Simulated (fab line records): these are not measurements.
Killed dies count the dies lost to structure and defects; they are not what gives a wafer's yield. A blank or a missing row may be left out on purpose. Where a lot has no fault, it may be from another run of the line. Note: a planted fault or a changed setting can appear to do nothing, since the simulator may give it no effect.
Matching of chambers    flow nand_harc    NHARC_P_GATE_DESCUM_93 on rie_diel-12 has 4 sister chambers
The step chemistry O2, time 3 s. 8 wafers are shown with their chamber, then 10 later ones without.

## WAFERS WITH THEIR CHAMBER
wafer   chamber  showerhead_plenum_p_Torr (Torr)  drypump_motor_current_A (A)
L079.3  1        1.83                             5.2
L085.5  2        1.92                             5.2
L085.6  3        1.97                             6.0
L087.2  3        1.97                             6.0
L087.3  0        1.85                             5.7
L087.4  2        1.92                             5.2
L087.1  1        1.82                             5.3
L087.5  0        1.85                             5.7

## WAFERS WHOSE CHAMBER IS MISSING
wafer   showerhead_plenum_p_Torr (Torr)  drypump_motor_current_A (A)
L087.6  1.97                             6.0
L088.1  1.97                             6.1
L088.3  1.92                             5.2
L088.6  1.85                             5.7
L088.2  1.82                             5.2
L088.4  1.85                             5.7
L088.5  1.97                             6.1
L095.3  1.82                             5.2
L095.5  1.97                             6.0
L095.6  1.85                             5.7

## EACH ONE'S CHAMBER
wafer   from the rows above  in truth
L087.6  3                    3
L088.1  3                    3
L088.3  2                    2
L088.6  0                    0
L088.2  1                    1
L088.4  0                    0
L088.5  3                    3
L095.3  1                    1
L095.5  3                    3
L095.6  0                    0
Placed correctly: 10 of 10. Left unplaced by these rows: 0. Wrongly placed: 0.
How it was worked out, from the rows above alone: a wafer's distance from a chamber is the root of the sum, over the readings, of the square of ((its reading less the chamber's mean) divided by the reading's scatter). The wafer belongs to the nearest chamber; if the next one is less than 2 further off, it can't be placed. The mean given for a chamber averages the wafers shown for that chamber. How the scatter is found: for the shown wafers, subtract from each reading the mean of its chamber, square and add these, divide the total by (wafers less chambers), then take the root.
